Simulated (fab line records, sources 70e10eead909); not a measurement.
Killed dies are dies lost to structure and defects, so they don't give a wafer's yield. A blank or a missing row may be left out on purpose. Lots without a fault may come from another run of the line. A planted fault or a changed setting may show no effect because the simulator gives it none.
Which tool did it? | flow nand_harc | 13 lots, 36 wafers sampled, at 5 steps of a route of 1159

WHAT THE GAUGES READ, wafer by wafer
NHARC_END_SORT_01.
lot  | measured     | on        | killed_at_array | killed_at_other | killed_at_periphery | killed_dies | killed_open | killed_short
L563 | day 21 02:38 | prober-01 | 672 661         | 1 5             | 4 11                | 677 677     | 4 5         | 2 1
L567 | day 21 23:20 | prober-01 | 674 674         | 0 1             | 3 2                 | 677 677     | 5 2         | 5 1
L566 | day 22 12:01 | prober-02 | 40 673          | 0 0             | 3 4                 | 43 677      | 8 4         | 1 1

WHICH TOOL RAN EACH LOT (tool, then ch and the chambers of the sampled wafers, then the start)
lot  | NHARC_A_SLIT_ETCH_17             | NHARC_A_WL_FILL_ALD_02              | NHARC_A_WL_FILL_ETCHBACK_16        | NHARC_A_WL_FILL_ALD_19
L557 | har_etch-02 ch 0,1, day 13 21:14 | ald_metal-02 ch 0,3, day 14 08:15   | rie_diel-11 ch 0,3, day 15 03:31   | ald_metal-04 ch 2,3, day 15 09:11
L560 | har_etch-02 ch 0,1, day 14 19:04 | ald_metal-04 ch 1,2,3, day 15 05:30 | rie_diel-11 ch 0,2, day 15 23:08   | ald_metal-03 ch 0,1, day 16 05:01
L558 | har_etch-02 ch 0, day 14 20:15   | ald_metal-02 ch 1,2, day 15 05:29   | rie_diel-12 ch 0,3, day 15 23:08   | ald_metal-04 ch 1,2,3, day 16 05:00
L562 | har_etch-02 ch 0,1, day 15 12:16 | ald_metal-04 ch 0,1,2, day 15 22:21 | rie_diel-06 ch 0,1,3, day 16 16:14 | ald_metal-04 ch 0,2,3, day 16 21:49
L563 | har_etch-01 ch 1, day 16 06:39   | ald_metal-04 ch 0,1, day 16 17:21   | rie_diel-12 ch 1,3, day 17 08:12   | ald_metal-04 ch 1,2, day 17 14:11
L567 | har_etch-02 ch 1, day 16 20:04   | ald_metal-02 ch 0,2, day 17 06:44   | rie_diel-12 ch 0,3, day 18 05:24   | ald_metal-02 ch 0,1, day 18 09:17
L566 | har_etch-02 ch 1, day 16 23:25   | ald_metal-03 ch 1,2, day 17 10:08   | rie_diel-12 ch 0,3, day 19 01:44   | ald_metal-02 ch 1,2, day 19 07:25
L570 | har_etch-02 ch 0,1, day 17 23:40 | ald_metal-04 ch 0,2,3, day 18 10:28 | rie_diel-11 ch 0,1,3, day 19 04:50 | ald_metal-02 ch 0,1,2, day 19 11:01
L569 | har_etch-01 ch 0,1, day 18 00:19 | ald_metal-03 ch 1,2,3, day 18 10:36 | rie_diel-06 ch 1,3, day 19 05:23   | ald_metal-04 ch 0,2,3, day 19 11:02
L571 | har_etch-02 ch 0,1, day 18 01:21 | ald_metal-02 ch 1,3, day 18 10:44   | rie_diel-11 ch 0,1, day 19 09:19   | ald_metal-02 ch 0,2,3, day 19 15:18
L573 | har_etch-01 ch 0,1, day 18 04:14 | ald_metal-02 ch 0,3, day 18 15:12   | rie_diel-06 ch 0,2,3, day 19 09:17 | ald_metal-02 ch 0,3, day 19 15:09
L577 | har_etch-01 ch 0,1, day 19 12:30 | ald_metal-02 ch 0,1,3, day 19 21:29 | rie_diel-06 ch 0,1,2, day 20 17:05 | ald_metal-02 ch 0,1,2, day 20 22:36
L579 | har_etch-02 ch 0,1, day 20 08:40 | ald_metal-04 ch 1,3, day 20 17:48   | rie_diel-06 ch 0,1,3, day 21 10:47 | ald_metal-02 ch 0,3, day 21 14:35
- NHARC_A_SLIT_ETCH_17: etches the open film in C4F8/O2/Ar, time 1687.5 s, target depth 10100 nm.
- NHARC_A_WL_FILL_ALD_02: deposits TiN, target thk 2 nm, pulse time 3 s, ald cycles 100.
- NHARC_A_WL_FILL_ETCHBACK_16: etches the open film in C4F8/O2/Ar, target depth 88 nm, time 17.6 s.
- NHARC_A_WL_FILL_ALD_19: deposits TiN, target thk 2 nm, pulse time 3 s, ald cycles 100.

WHAT THE TOOLS THEMSELVES READ (means of the sampled wafers that have a number; where no wafer has one, the mark that the record gives instead)
NHARC_A_SLIT_ETCH_17.
lot  | tool        | drypump_motor_current_A (A) | showerhead_plenum_p_Torr (Torr) | throttle_valve_pct (%)
L557 | har_etch-02 | 6.3                         | 3.60                            | 32.047
L560 | har_etch-02 | 6.3                         | 3.60                            | 32.041
L558 | har_etch-02 | 6.1                         | 3.47                            | 32.037
L562 | har_etch-02 | 6.3                         | 3.59                            | 32.048
L563 | har_etch-01 | 5.7                         | 3.79                            | 32.037
L567 | har_etch-02 | 6.6                         | 3.83                            | 32.041
L566 | har_etch-02 | 6.6                         | 3.83                            | 32.052
L570 | har_etch-02 | 6.4                         | 3.70                            | 32.049
L569 | har_etch-01 | 5.8                         | 3.78                            | 32.047
L571 | har_etch-02 | 6.3                         | 3.58                            | 32.039
L573 | har_etch-01 | 5.8                         | 3.78                            | 32.050
L577 | har_etch-01 | 5.9                         | 3.77                            | 32.049
L579 | har_etch-02 | 6.4                         | 3.69                            | 32.040

NHARC_A_WL_FILL_ALD_02.
lot  | tool         | heater_power_w (W) | precursor_pulse_height_rel
L557 | ald_metal-02 | 1112               | 0.988
L560 | ald_metal-04 | 1059               | 1.010
L558 | ald_metal-02 | 1186               | 0.996
L562 | ald_metal-04 | 1114               | 0.996
L563 | ald_metal-04 | 1126               | 0.994
L567 | ald_metal-02 | 1038               | 1.018
L566 | ald_metal-03 | 1084               | 1.026
L570 | ald_metal-04 | 1092               | 0.995
L569 | ald_metal-03 | 1087               | 1.001
L571 | ald_metal-02 | 1201               | 1.017
L573 | ald_metal-02 | 1164               | 1.005
L577 | ald_metal-02 | 1140               | 1.029
L579 | ald_metal-04 | 1096               | 1.001

NHARC_A_WL_FILL_ETCHBACK_16.
lot  | tool        | oes_product_au (a.u.) | rf_vpp_V (V) | run_length_s (s)
L557 | rie_diel-11 | 1.00                  | 722          | 38.5
L560 | rie_diel-11 | 0.98                  | 722          | 39.0
L558 | rie_diel-12 | 0.93                  | 726          | 38.6
L562 | rie_diel-06 | 0.99                  | 726          | 38.8
L563 | rie_diel-12 | 1.03                  | 728          | 24.4
L567 | rie_diel-12 | 0.98                  | 725          | 24.2
L566 | rie_diel-12 | 1.02                  | 726          | 31.6
L570 | rie_diel-11 | 1.01                  | 721          | 38.6
L569 | rie_diel-06 | 1.00                  | 725          | 38.4
L571 | rie_diel-11 | 1.00                  | 721          | 38.3
L573 | rie_diel-06 | 1.00                  | 727          | 39.1
L577 | rie_diel-06 | 1.01                  | 727          | 38.5
L579 | rie_diel-06 | 1.00                  | 724          | 38.8

NHARC_A_WL_FILL_ALD_19.
lot  | tool         | heater_power_w (W) | precursor_pulse_height_rel
L557 | ald_metal-04 | 1086               | 0.988
L560 | ald_metal-03 | 1060               | 1.001
L558 | ald_metal-04 | 1087               | 0.990
L562 | ald_metal-04 | 1095               | 1.015
L563 | ald_metal-04 | 1100               | 1.000
L567 | ald_metal-02 | 1054               | 1.013
L566 | ald_metal-02 | 1139               | 1.001
L570 | ald_metal-02 | 1085               | 1.016
L569 | ald_metal-04 | 1102               | 1.009
L571 | ald_metal-02 | 1121               | 0.985
L573 | ald_metal-02 | 1062               | 1.010
L577 | ald_metal-02 | 1083               | 1.018
L579 | ald_metal-02 | 1082               | 0.999

THE ANSWER, worked out from the rows above alone
Rule: what is usual is taken from the lots themselves. Put in order of their means at a reading, lots are off if they are a third of the lots or fewer, leave a main group of 4 or more, and stand apart from it by a gap of 3 or more times the standard deviation of the main group's means; of several such gaps the widest counts. A main group whose means are all the same, to the digits that the tables above print for the reading, isn't used. A lot without any number at a reading at which 4 lots or more have one is off too. The other lots that the step has rows for count as sound. The gauges are gone through in route order, then the tools' own readings, and for those a lot's mean is taken as printed above. The first step at which some lot is off is used, and at that step the reading that is off furthest; a lot without a number counts as furthest.
Off: L563, L567, L566, at NHARC_A_WL_FILL_ETCHBACK_16 (run_length_s). The main group: mean 38.7 s, standard deviation 0.25.
A tool fits if, at that step or a process step before it, it ran every lot that is off, and no sound lot after the first of them. One fits: rie_diel-12 at NHARC_A_WL_FILL_ETCHBACK_16. Its last sound lot is L558 (day 15 23:08), its first lot that is off L563 (day 17 08:12): a fault that began between those two fits.
The tool's own readings at NHARC_A_WL_FILL_ETCHBACK_16 bear it out: on the lots that are off they differ by more than 5 times the standard deviation of the sound lots' means. run_length_s reads 26.7 s there against 38.7 s on the sound lots.

WHAT THE SIMULATOR HAD PUT IN
Process parameter drift: rie_diel-12, from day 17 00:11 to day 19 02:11, at NHARC_A_WL_FILL_ETCHBACK_16. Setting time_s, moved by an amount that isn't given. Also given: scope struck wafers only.
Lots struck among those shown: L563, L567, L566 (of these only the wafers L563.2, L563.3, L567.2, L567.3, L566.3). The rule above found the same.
